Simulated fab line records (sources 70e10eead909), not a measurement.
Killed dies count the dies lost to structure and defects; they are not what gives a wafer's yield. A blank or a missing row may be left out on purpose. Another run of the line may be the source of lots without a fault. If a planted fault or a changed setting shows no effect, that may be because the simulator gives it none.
Problem report in the 8D (eight disciplines) form, filled by code ; flow nandHarc ; the parts of the form that need people (team, actions taken, sign-off) are left out

== 1. PROBLEM STATEMENT ==
NHARC_END_SORT_01, killedDies: mean 134 over 1 wafer from 1 lot; wafers with no fault: 57, standard deviation 16. That puts it +4.8 standard deviations away from the usual mean.
First observed at day 32 17:29: wafer L395.1, on prober-01. The record holds 21 wafers of 7 lots with a number at this step. Rule for "out" (also "out of limits"): further than 4 standard deviations from the usual mean. Any other wafer with a number is counted as sound.

== 2. WHAT IT IS AND WHAT IT IS NOT ==
question;is;is not
which readings at this step;killedDies, killedAtArray;killedAtOther, killedAtPeriphery, killedOpen, killedShort
which lots;L395;L379, L380, L381, L383, L384, L387
which wafers of those lots;L395.1;L395.4, L395.5
read on which gauges;prober-01;prober-02
when;from day 32 17:29;"up to then (18 sound wafers); but 2 sound wafers of L395 came after"

== 3. THE SUSPECTS, EACH WITH WHAT RULES IT OUT ==
Counting: a tool at a process step up to the reading stays a suspect if it ran every lot that is out. Sound lots after the first of them don't rule it out here, since some wafers of a struck lot are sound.
- the gauge at NHARC_END_SORT_01: ruled out. All the wafers that are out were read on prober-01, but those of them that NHARC_A_CHANNEL_FILL_D2_ETCHBACK_20 has rows for are out there too, on other tools.
- harEtch-01 at NHARC_A_CHANNEL_HOLE_D2_ETCH_25 (etches the open film in C4F8/O2/Ar, time 1040.2 s, target depth 1500 nm): kept. It ran the lot that is out, L395 (day 22 00:01); its last sound lot up to then is L387 (day 19 04:47). With no start given for some of its lots, NHARC_A_CHANNEL_HOLE_D2_ETCH_25 uses the hours and lot order of NHARC_A_CHANNEL_HOLE_D2_INSPECT_40.
- aldHk-02 at NHARC_A_CHANNEL_FILL_D2_ALD_14 (deposits SiO2, target thk 2.5 nm, pulse time 10 s, ald cycles 25): kept. It ran the lot that is out, L395 (day 22 07:20); its last sound lot up to then is L379 (day 15 22:48).
- rieDiel-01 at NHARC_A_CHANNEL_FILL_D2_ETCHBACK_20 (etches the open film in C4F8/O2/Ar, target depth 27 nm, time 13.5 s): kept. It ran the lot that is out, L395 (day 23 01:10); its last sound lot up to then is L383 (day 18 07:16). Out on those wafers are its own readings of oesProductAu.
- Within aldHk-02 at NHARC_A_CHANNEL_FILL_D2_ALD_14: the wafers that are out ran in chamber 1; their sound lot-mates ran in chambers 0, 2.
- Within rieDiel-01 at NHARC_A_CHANNEL_FILL_D2_ETCHBACK_20: the wafers that are out ran in chamber 0; their sound lot-mates ran in chambers 1, 3.
Still standing after the count: harEtch-01 at NHARC_A_CHANNEL_HOLE_D2_ETCH_25, aldHk-02 at NHARC_A_CHANNEL_FILL_D2_ALD_14, rieDiel-01 at NHARC_A_CHANNEL_FILL_D2_ETCHBACK_20.

== 4. THE CAUSE (what the simulator had put in) ==
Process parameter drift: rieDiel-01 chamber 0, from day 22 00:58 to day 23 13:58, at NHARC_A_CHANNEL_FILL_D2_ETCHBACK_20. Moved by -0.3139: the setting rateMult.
3 suspects survive the count, and this tool is in that group.

== 5. SEQUENCE OF EFFECTS, ordered by route ==
Each row: a reading whose mean over the struck wafers that have a number lies more than 3 standard deviations from the usual. Readings are gone through only where the record gives a usual standard deviation; hours: the median, over the lots, of the time from a lot's start at the first step in this table giving one to that lot's start at this step; sigmas: the change measured in usual standard deviations.
hours;step;reading;usual;on struck wafers;change;sigmas
0;NHARC_A_CHANNEL_FILL_D2_ETCHBACK_20;oesProductAu;0.98 a.u.;0.80;-0.18;-5.6
232;NHARC_END_SORT_01;killedAtArray;52;128;+76;+4.8
232;NHARC_END_SORT_01;killedDies;57;134;+77;+4.8
Its process steps:
- NHARC_A_CHANNEL_FILL_D2_ETCHBACK_20: etches the open film in C4F8/O2/Ar, target depth 27 nm, time 13.5 s.

== 6. HOW IT WOULD HAVE BEEN CAUGHT EARLIER ==
In this record the first reading out of limits at a measuring or inspecting step was taken at day 32 17:29, 257 hours after the fault began at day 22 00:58.
At NHARC_A_CHANNEL_FILL_D2_ETCHBACK_20, the tool's own readings (oesProductAu) were out on each struck wafer the step has a row for, so an alarm limit on them would have fired on the first such wafer.
All the lots that are out (1) had begun NHARC_A_CHANNEL_FILL_D2_ETCHBACK_20 on rieDiel-01 by day 32 17:29. Had the tool been put on hold then, not one of them would have been saved.
